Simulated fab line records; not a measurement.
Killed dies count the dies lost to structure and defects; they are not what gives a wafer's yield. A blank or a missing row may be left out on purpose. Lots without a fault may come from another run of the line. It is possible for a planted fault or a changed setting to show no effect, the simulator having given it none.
What tool caused it? :: flow n5Finfet :: 33 wafers from 11 lots sampled at 4 of the route's 1938 steps

== WHAT THE GAUGES READ, wafer by wafer ==
Not one reading of a measure or inspect step in the record can be checked against a usual standard deviation.

== WHAT TOOL EACH LOT RAN ON (gives the tool, then ch and the chambers of the sampled wafers, and finally the start) ==
lot: L353
N5_GATE_CUT_VAPOR_ETCH_49: rieMetal-02 ch 0,1, day 4 10:22
N5_PASSIVATION_STRIP_14: rieDiel-01 ch 0,1,2, day 11 21:19
N5_PASSIVATION_STRIP_34: rieDiel-03 ch 0,1,2, day 11 23:20
N5_PASSIVATION_PROBE_49: prober-01, day 12 03:35

lot: L355
N5_GATE_CUT_VAPOR_ETCH_49: rieMetal-01 ch 0,1, day 4 22:25
N5_PASSIVATION_STRIP_14: rieDiel-05 ch 0,3, day 12 06:31
N5_PASSIVATION_STRIP_34: rieDiel-06 ch 0,3, day 12 08:55
N5_PASSIVATION_PROBE_49: -

lot: L356
N5_GATE_CUT_VAPOR_ETCH_49: rieMetal-01 ch 0,1, day 5 05:41
N5_PASSIVATION_STRIP_14: rieDiel-05 ch 0,1,3, day 12 11:38
N5_PASSIVATION_STRIP_34: rieDiel-03 ch 0,1,3, day 12 13:41
N5_PASSIVATION_PROBE_49: -

lot: L359
N5_GATE_CUT_VAPOR_ETCH_49: rieMetal-02 ch 0, day 6 00:57
N5_PASSIVATION_STRIP_14: rieDiel-01 ch 0,1,3, day 13 15:22
N5_PASSIVATION_STRIP_34: rieDiel-06 ch 1,2,3, day 13 18:37
N5_PASSIVATION_PROBE_49: -

lot: L360
N5_GATE_CUT_VAPOR_ETCH_49: rieMetal-01 ch 0,1, day 6 08:02
N5_PASSIVATION_STRIP_14: rieDiel-02 ch 1,2,3, day 14 01:54
N5_PASSIVATION_STRIP_34: rieDiel-03 ch 2,3, day 14 03:38
N5_PASSIVATION_PROBE_49: prober-01, day 14 07:56

lot: L367
N5_GATE_CUT_VAPOR_ETCH_49: rieMetal-02 ch 0, day 7 22:47
N5_PASSIVATION_STRIP_14: rieDiel-05 ch 1,2,3, day 16 03:48
N5_PASSIVATION_STRIP_34: rieDiel-03 ch 0,1,3, day 16 05:52
N5_PASSIVATION_PROBE_49: prober-02, day 16 10:11

lot: L370
N5_GATE_CUT_VAPOR_ETCH_49: rieMetal-02 ch 1, day 8 17:43
N5_PASSIVATION_STRIP_14: rieDiel-02 ch 0,1,3, day 16 04:20
N5_PASSIVATION_STRIP_34: rieDiel-06 ch 0,1,2, day 16 06:19
N5_PASSIVATION_PROBE_49: prober-01, day 16 10:39

lot: L371
N5_GATE_CUT_VAPOR_ETCH_49: rieMetal-02 ch 0,1, day 9 00:01
N5_PASSIVATION_STRIP_14: rieDiel-01 ch 0,1,2, day 16 15:46
N5_PASSIVATION_STRIP_34: rieDiel-03 ch 1,2,3, day 16 17:50
N5_PASSIVATION_PROBE_49: -

lot: L374
N5_GATE_CUT_VAPOR_ETCH_49: rieMetal-03 ch 0, day 9 22:09
N5_PASSIVATION_STRIP_14: rieDiel-05 ch 1,2, day 18 07:38
N5_PASSIVATION_STRIP_34: rieDiel-04 ch 2,3, day 18 09:31
N5_PASSIVATION_PROBE_49: prober-01, day 18 14:16

lot: L375
N5_GATE_CUT_VAPOR_ETCH_49: rieMetal-03 ch 1, day 10 05:42
N5_PASSIVATION_STRIP_14: rieDiel-05 ch 0,1,2, day 18 03:26
N5_PASSIVATION_STRIP_34: rieDiel-03 ch 1,3, day 18 05:29
N5_PASSIVATION_PROBE_49: prober-01, day 18 09:40

lot: L376
N5_GATE_CUT_VAPOR_ETCH_49: rieMetal-01 ch 0,1, day 10 11:58
N5_PASSIVATION_STRIP_14: rieDiel-05 ch 0,2,3, day 18 16:58
N5_PASSIVATION_STRIP_34: rieDiel-04 ch 1,2,3, day 18 18:50
N5_PASSIVATION_PROBE_49: -
- N5_GATE_CUT_VAPOR_ETCH_49: etches TiAlC in BCl3/Cl2.
- N5_PASSIVATION_STRIP_14: strips in O2.
- N5_PASSIVATION_STRIP_34: strips in O2.
- N5_PASSIVATION_PROBE_49

== AS READ BY THE TOOLS THEMSELVES (means over the sampled wafers that have a number; for cases with no such wafer, the mark the record gives instead) ==
N5_GATE_CUT_VAPOR_ETCH_49. Usual: drypumpMotorCurrentA 5.6 A, standard deviation 0.63; heBacksideLeakSccm 3.44 sccm, standard deviation 0.25; oesProductAu 0.77 a.u., standard deviation 0.12.
lot: L353
tool: rieMetal-02
drypumpMotorCurrentA (A): 5.2
heBacksideLeakSccm (sccm): 3.57
oesProductAu (a.u.): 0.73
flag: 

lot: L355
tool: rieMetal-01
drypumpMotorCurrentA (A): 6.1
heBacksideLeakSccm (sccm): 3.55
oesProductAu (a.u.): 0.72
flag: 

lot: L356
tool: rieMetal-01
drypumpMotorCurrentA (A): 5.6
heBacksideLeakSccm (sccm): 3.33
oesProductAu (a.u.): 0.78
flag: 

lot: L359
tool: rieMetal-02
drypumpMotorCurrentA (A): 4.8
heBacksideLeakSccm (sccm): 3.50
oesProductAu (a.u.): 0.80
flag: 

lot: L360
tool: rieMetal-01
drypumpMotorCurrentA (A): 5.6
heBacksideLeakSccm (sccm): 3.38
oesProductAu (a.u.): 0.77
flag: 

lot: L367
tool: rieMetal-02
drypumpMotorCurrentA (A): 4.8
heBacksideLeakSccm (sccm): 3.49
oesProductAu (a.u.): 0.78
flag: 

lot: L370
tool: rieMetal-02
drypumpMotorCurrentA (A): 6.0
heBacksideLeakSccm (sccm): 3.65
oesProductAu (a.u.): 0.91
flag: 

lot: L371
tool: rieMetal-02
drypumpMotorCurrentA (A): 5.2
heBacksideLeakSccm (sccm): 3.60
oesProductAu (a.u.): 0.82
flag: 

lot: L374
tool: rieMetal-03
drypumpMotorCurrentA (A): 5.5
heBacksideLeakSccm (sccm): 3.30
oesProductAu (a.u.): 0.60
flag: 

lot: L375
tool: rieMetal-03
drypumpMotorCurrentA (A): 6.1
heBacksideLeakSccm (sccm): 3.02
oesProductAu (a.u.): 0.95
flag: 

lot: L376
tool: rieMetal-01
drypumpMotorCurrentA (A): 6.1
heBacksideLeakSccm (sccm): 3.50
oesProductAu (a.u.): 0.69
flag: 

N5_PASSIVATION_STRIP_14. Usual: drypumpMotorCurrentA 5.9 A, standard deviation 0.32; oesProductAu 0.80 a.u., standard deviation 0.081; rfVppV 3.8 V, standard deviation 0.95; showerheadPlenumPTorr 2.10 Torr, standard deviation 0.041; tempC 59.98 C, standard deviation 0.12; throttleValvePct 16.62 %, standard deviation 0.25.
lot: L353
tool: rieDiel-01
drypumpMotorCurrentA (A): 5.9
oesProductAu (a.u.): 0.86
rfVppV (V): 3.0
showerheadPlenumPTorr (Torr): 2.12
tempC (C): 60.03
throttleValvePct (%): 16.53
flag: 

lot: L355
tool: rieDiel-05
drypumpMotorCurrentA (A): 6.1
oesProductAu (a.u.): 0.79
rfVppV (V): 4.5
showerheadPlenumPTorr (Torr): 2.14
tempC (C): 60.07
throttleValvePct (%): 16.79
flag: 

lot: L356
tool: rieDiel-05
drypumpMotorCurrentA (A): 6.0
oesProductAu (a.u.): 0.78
rfVppV (V): 3.0
showerheadPlenumPTorr (Torr): 2.14
tempC (C): 60.01
throttleValvePct (%): 16.63
flag: 

lot: L359
tool: rieDiel-01
drypumpMotorCurrentA (A): 6.0
oesProductAu (a.u.): 0.87
rfVppV (V): 3.0
showerheadPlenumPTorr (Torr): 2.07
tempC (C): 59.97
throttleValvePct (%): 16.51
flag: 

lot: L360
tool: rieDiel-02
drypumpMotorCurrentA (A): 6.1
oesProductAu (a.u.): 0.76
rfVppV (V): 3.2
showerheadPlenumPTorr (Torr): 2.09
tempC (C): 60.03
throttleValvePct (%): 16.72
flag: 

lot: L367
tool: rieDiel-05
drypumpMotorCurrentA (A): 5.8
oesProductAu (a.u.): 0.83
rfVppV (V): 3.1
showerheadPlenumPTorr (Torr): 2.12
tempC (C): 59.92
throttleValvePct (%): 16.46
flag: 

lot: L370
tool: rieDiel-02
drypumpMotorCurrentA (A): 5.8
oesProductAu (a.u.): 0.71
rfVppV (V): 3.6
showerheadPlenumPTorr (Torr): 2.08
tempC (C): 60.00
throttleValvePct (%): 16.72
flag: 

lot: L371
tool: rieDiel-01
drypumpMotorCurrentA (A): 5.9
oesProductAu (a.u.): 0.90
rfVppV (V): 3.7
showerheadPlenumPTorr (Torr): 2.11
tempC (C): 59.90
throttleValvePct (%): 16.42
flag: 

lot: L374
tool: rieDiel-05
drypumpMotorCurrentA (A): 5.8
oesProductAu (a.u.): 0.79
rfVppV (V): 3.3
showerheadPlenumPTorr (Torr): 2.11
tempC (C): 60.06
throttleValvePct (%): 16.50
flag: 

lot: L375
tool: rieDiel-05
drypumpMotorCurrentA (A): 5.8
oesProductAu (a.u.): 0.79
rfVppV (V): 4.6
showerheadPlenumPTorr (Torr): 2.11
tempC (C): 59.96
throttleValvePct (%): 16.66
flag: 

lot: L376
tool: rieDiel-05
drypumpMotorCurrentA (A): 5.9
oesProductAu (a.u.): 0.80
rfVppV (V): 3.5
showerheadPlenumPTorr (Torr): 2.12
tempC (C): 59.90
throttleValvePct (%): 16.66
flag: 

N5_PASSIVATION_STRIP_34. Usual: drypumpMotorCurrentA 5.5 A, standard deviation 0.35; oesProductAu 0.82 a.u., standard deviation 0.07; rfVppV 3.6 V, standard deviation 1.5; showerheadPlenumPTorr 2.10 Torr, standard deviation 0.066; tempC 60.01 C, standard deviation 0.12; throttleValvePct 16.65 %, standard deviation 0.27.
lot: L353
tool: rieDiel-03
drypumpMotorCurrentA (A): 5.4
oesProductAu (a.u.): 0.87
rfVppV (V): 3.7
showerheadPlenumPTorr (Torr): 2.11
tempC (C): 60.01
throttleValvePct (%): 16.48
flag: 

lot: L355
tool: rieDiel-06
drypumpMotorCurrentA (A): 5.8
oesProductAu (a.u.): 0.71
rfVppV (V): 3.2
showerheadPlenumPTorr (Torr): 2.10
tempC (C): 59.97
throttleValvePct (%): 16.69
flag: 

lot: L356
tool: rieDiel-03
drypumpMotorCurrentA (A): 5.5
oesProductAu (a.u.): 0.88
rfVppV (V): 4.8
showerheadPlenumPTorr (Torr): 2.08
tempC (C): 60.05
throttleValvePct (%): 16.65
flag: 

lot: L359
tool: rieDiel-06
drypumpMotorCurrentA (A): 5.6
oesProductAu (a.u.): 0.73
rfVppV (V): 3.5
showerheadPlenumPTorr (Torr): 2.05
tempC (C): 59.95
throttleValvePct (%): 16.95
flag: 

lot: L360
tool: rieDiel-03
drypumpMotorCurrentA (A): 5.7
oesProductAu (a.u.): 0.85
rfVppV (V): 3.5
showerheadPlenumPTorr (Torr): 2.18
tempC (C): 60.05
throttleValvePct (%): 16.48
flag: 

lot: L367
tool: rieDiel-03
drypumpMotorCurrentA (A): 5.4
oesProductAu (a.u.): 0.84
rfVppV (V): 3.0
showerheadPlenumPTorr (Torr): 2.07
tempC (C): 60.12
throttleValvePct (%): 16.74
flag: 

lot: L370
tool: rieDiel-06
drypumpMotorCurrentA (A): 5.3
oesProductAu (a.u.): 0.72
rfVppV (V): 3.6
showerheadPlenumPTorr (Torr): 2.02
tempC (C): 60.03
throttleValvePct (%): 16.88
flag: 

lot: L371
tool: rieDiel-03
drypumpMotorCurrentA (A): 5.6
oesProductAu (a.u.): 0.84
rfVppV (V): 2.4
showerheadPlenumPTorr (Torr): 2.13
tempC (C): 60.05
throttleValvePct (%): 16.54
flag: 

lot: L374
tool: rieDiel-04
drypumpMotorCurrentA (A): 5.6
oesProductAu (a.u.): 0.78
rfVppV (V): 3.8
showerheadPlenumPTorr (Torr): 2.10
tempC (C): 59.98
throttleValvePct (%): 16.28
flag: 

lot: L375
tool: rieDiel-03
drypumpMotorCurrentA (A): 5.6
oesProductAu (a.u.): 0.83
rfVppV (V): 5.1
showerheadPlenumPTorr (Torr): 2.10
tempC (C): 60.05
throttleValvePct (%): 16.75
flag: 

lot: L376
tool: rieDiel-04
drypumpMotorCurrentA (A): 5.7
oesProductAu (a.u.): 0.78
rfVppV (V): 4.0
showerheadPlenumPTorr (Torr): 2.10
tempC (C): 59.98
throttleValvePct (%): 16.39
flag: 

N5_PASSIVATION_PROBE_49. Usual: defectLimitedYield 91.4 %, standard deviation 1.6; killed_at_M0_to_M3 34, standard deviation 12; killed_at_M4_up 13, standard deviation 5.2; killedAtContacts 11, standard deviation 5.5; killedAtFrontEnd 40, standard deviation 13; killedAtOther 3.4, standard deviation 2.7; killedDies 102, standard deviation 19; killedOpen 66, standard deviation 15; killedShort 33, standard deviation 7.9; sort_bin_5_function 5.1 %, standard deviation 1.1; sort_bin_6_memory 3.2 %, standard deviation 0.7; sortNPass 1078, standard deviation 19; sortYieldPct 91.4 %, standard deviation 1.6.
lot: L353
tool: prober-01
defectLimitedYield (%): 91.9
killed_at_M0_to_M3: 31
killed_at_M4_up: 17
killedAtContacts: 8
killedAtFrontEnd: 35
killedAtOther: 3.7
killedDies: 96
killedOpen: 65
killedShort: 26
sort_bin_5_function (%): 4.8
sort_bin_6_memory (%): 3.0
sortNPass: 1084
sortYieldPct (%): 91.9
flag: 

lot: L360
tool: prober-01
defectLimitedYield (%): 85.7
killed_at_M0_to_M3: 42
killed_at_M4_up: 15
killedAtContacts: 10
killedAtFrontEnd: 100
killedAtOther: 2.0
killedDies: 169
killedOpen: 66
killedShort: 34
sort_bin_5_function (%): 9.0
sort_bin_6_memory (%): 4.3
sortNPass: 1011
sortYieldPct (%): 85.7
flag: OFF

lot: L367
tool: prober-02
defectLimitedYield (%): 90.1
killed_at_M0_to_M3: 47
killed_at_M4_up: 24
killedAtContacts: 8
killedAtFrontEnd: 30
killedAtOther: 8.0
killedDies: 117
killedOpen: 82
killedShort: 35
sort_bin_5_function (%): 5.8
sort_bin_6_memory (%): 3.9
sortNPass: 1063
sortYieldPct (%): 90.1
flag: 

lot: L370
tool: prober-01
defectLimitedYield (%): 90.6
killed_at_M0_to_M3: 33
killed_at_M4_up: 13
killedAtContacts: 14
killedAtFrontEnd: 48
killedAtOther: 2.0
killedDies: 110
killedOpen: 68
killedShort: 41
sort_bin_5_function (%): 6.0
sort_bin_6_memory (%): 3.1
sortNPass: 1070
sortYieldPct (%): 90.6
flag: 

lot: L374
tool: prober-01
defectLimitedYield (%): 91.3
killed_at_M0_to_M3: 34
killed_at_M4_up: 13
killedAtContacts: 7
killedAtFrontEnd: 47
killedAtOther: 1.0
killedDies: 103
killedOpen: 66
killedShort: 33
sort_bin_5_function (%): 5.7
sort_bin_6_memory (%): 2.7
sortNPass: 1077
sortYieldPct (%): 91.3
flag: 

lot: L375
tool: prober-01
defectLimitedYield (%): 90.0
killed_at_M0_to_M3: 36
killed_at_M4_up: 8
killedAtContacts: 14
killedAtFrontEnd: 52
killedAtOther: 8.0
killedDies: 118
killedOpen: 82
killedShort: 35
sort_bin_5_function (%): 5.1
sort_bin_6_memory (%): 4.0
sortNPass: 1062
sortYieldPct (%): 90.0
flag: 

== THE ANSWER, worked out from the rows above alone ==
Rule: a lot counts as off when the mean over its wafers that have a number is more than 3 standard deviations away from the usual mean. Also off: a lot with no number at a reading for which 4 or more lots have one. Any other lot the step has rows for is counted as sound. The gauges are gone through in route order, then the tools' own readings, and for those a lot's mean is taken as printed above. The first step at which some lot is off is used, and at that step the reading that is off furthest; a lot without a number counts as furthest.
Off at N5_PASSIVATION_PROBE_49 (killedAtFrontEnd): L360. Neither off nor sound, because the step has no rows for them: L355, L356, L359, L371, L376.
A tool fits if, at that step or a process step before it, it ran every lot that is off, and no sound lot after the first of them. One candidate fits, namely rieMetal-01 at N5_GATE_CUT_VAPOR_ETCH_49. It ran no sound lot before its first lot that is off in this sample, so the start can't be narrowed down.

== WHAT THE SIMULATOR HAD INSERTED ==
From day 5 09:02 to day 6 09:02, rieMetal-01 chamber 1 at N5_GATE_CUT_VAPOR_ETCH_49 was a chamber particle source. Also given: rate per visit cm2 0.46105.
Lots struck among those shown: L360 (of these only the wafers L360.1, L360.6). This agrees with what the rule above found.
